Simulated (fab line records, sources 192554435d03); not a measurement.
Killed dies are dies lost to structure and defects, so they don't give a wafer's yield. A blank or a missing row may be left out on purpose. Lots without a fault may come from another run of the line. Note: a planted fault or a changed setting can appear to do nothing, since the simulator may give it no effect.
Matching of chambers + flow n5-finfet + N5_BEOL_M9_ETCH_62 on rie-diel-05: 4 sister chambers
The step etches SOC in N2/H2, target depth 110 nm, overetch 22 nm, time 165 s. 4 wafers are shown with their chamber, then 9 later ones without.

WAFERS WITH THEIR CHAMBER
| wafer  | chamber | drypump-motor-current-A (A) |
|--------|---------|-----------------------------|
| L083.1 | 2       | 6.4                         |
| L084.3 | 3       | 6.4                         |
| L085.1 | 0       | 5.5                         |
| L085.5 | 1       | 5.6                         |

WAFERS WITH NO CHAMBER GIVEN
| wafer  | drypump-motor-current-A (A) |
|--------|-----------------------------|
| L088.2 | 6.4                         |
| L088.3 | 5.6                         |
| L088.5 | 6.3                         |
| L091.1 | 6.5                         |
| L091.3 | 5.6                         |
| L091.4 | 6.4                         |
| L097.1 | 5.6                         |
| L097.2 | 5.4                         |
| L097.6 | 6.5                         |

WHICH CHAMBER EACH ONE RAN IN
| wafer  | from the rows above     | in truth |
|--------|-------------------------|----------|
| L088.2 | can't be placed: 2 or 3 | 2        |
| L088.3 | can't be placed: 1 or 0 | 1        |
| L088.5 | can't be placed: 2 or 3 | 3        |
| L091.1 | can't be placed: 2 or 3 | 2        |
| L091.3 | can't be placed: 1 or 0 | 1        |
| L091.4 | can't be placed: 2 or 3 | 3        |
| L097.1 | can't be placed: 1 or 0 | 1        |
| L097.2 | can't be placed: 0 or 1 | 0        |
| L097.6 | can't be placed: 2 or 3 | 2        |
Correctly placed: 0 of 9. Not placeable from these rows: 9 (in 9, the candidates include the true chamber). Number placed wrongly: 0.
How it was worked out, from the rows above alone: a wafer's distance from a chamber is the root of the sum, over the readings, of the square of ((its reading less the chamber's mean) divided by the reading's scatter). If the next closest chamber is less than 2 further off than the closest, the wafer can't be placed; otherwise it belongs to the closest. A chamber's mean is the mean of its shown wafers. The scatter: root of mean squared gap, hidden wafer to nearest shown wafer, with one shown wafer a chamber.
